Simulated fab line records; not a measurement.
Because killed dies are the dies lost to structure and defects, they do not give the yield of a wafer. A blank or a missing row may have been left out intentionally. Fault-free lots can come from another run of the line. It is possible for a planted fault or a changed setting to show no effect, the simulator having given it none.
Which tool was responsible? + flow n5Finfet + Sampling: 10 lots, 30 wafers, 2 of 1938 route steps

## WHAT THE GAUGES READ, wafer by wafer
N5_PASSIVATION_OVL_MEAS_60.
| lot  | measured     | on         | TV_OVL (nm) |
|------|--------------|------------|-------------|
| L238 | day 11 23:25 | overlay-02 | 6 8 10      |
| L245 | day 14 12:08 | overlay-02 | 0 0 6       |
| L243 | day 14 11:59 | overlay-01 | 3 5 4       |
| L247 | day 14 12:24 | overlay-02 | 0 -6 0      |
| L256 | day 17 02:49 | overlay-01 | 0 -6 -3     |
| L257 | day 17 14:01 | overlay-02 | -2 1 0      |
| L259 | day 18 02:36 | overlay-02 | 8 5 -1      |
| L260 | day 18 13:43 | overlay-01 | 0 7 2       |
| L258 | day 18 14:43 | overlay-01 | -3 -5 -13   |
| L261 | day 19 08:47 | overlay-02 | 1 8 2       |

## WHAT TOOL EACH LOT RAN ON (gives the tool, then ch and the chambers of the sampled wafers, and finally the start)
| lot  | N5_PASSIVATION_PECVD_01         |
|------|---------------------------------|
| L238 | pecvd-02 ch 0,1, day 11 21:15   |
| L245 | pecvd-02 ch 0,2, day 14 11:04   |
| L243 | pecvd-04 ch 0,1, day 14 11:05   |
| L247 | pecvd-03 ch 0,1,2, day 14 11:29 |
| L256 | pecvd-03 ch 0,2, day 17 01:38   |
| L257 | pecvd-02 ch 0,2, day 17 12:55   |
| L259 | pecvd-04 ch 0,2, day 18 02:08   |
| L260 | pecvd-03 ch 0,1, day 18 12:34   |
| L258 | pecvd-02 ch 0,1, day 18 13:45   |
| L261 | pecvd-04 ch 1,2, day 19 05:20   |
- N5_PASSIVATION_PECVD_01: deposits SiNx from SiH4/NH3/N2, target thk 200 nm, time 43.2 s.

## THE ANSWER, worked out from the rows above alone
Rule: usual is defined by the lots themselves. Put in order of their means at a reading, lots are off if they are a third of the lots or fewer, leave a main group of 4 or more, and stand apart from it by a gap of 3 or more times the standard deviation of the main group's means; of several such gaps the widest counts. If all means in a main group match to the digits the tables above print for the reading, that group is not used. Also off: a lot with no number at a reading for which 4 or more lots have one. All remaining lots with rows at the step are treated as sound.
No lot is off on any of the readings shown, so nothing can be concluded from this.

## WHAT HAD BEEN PUT IN BY THE SIMULATOR
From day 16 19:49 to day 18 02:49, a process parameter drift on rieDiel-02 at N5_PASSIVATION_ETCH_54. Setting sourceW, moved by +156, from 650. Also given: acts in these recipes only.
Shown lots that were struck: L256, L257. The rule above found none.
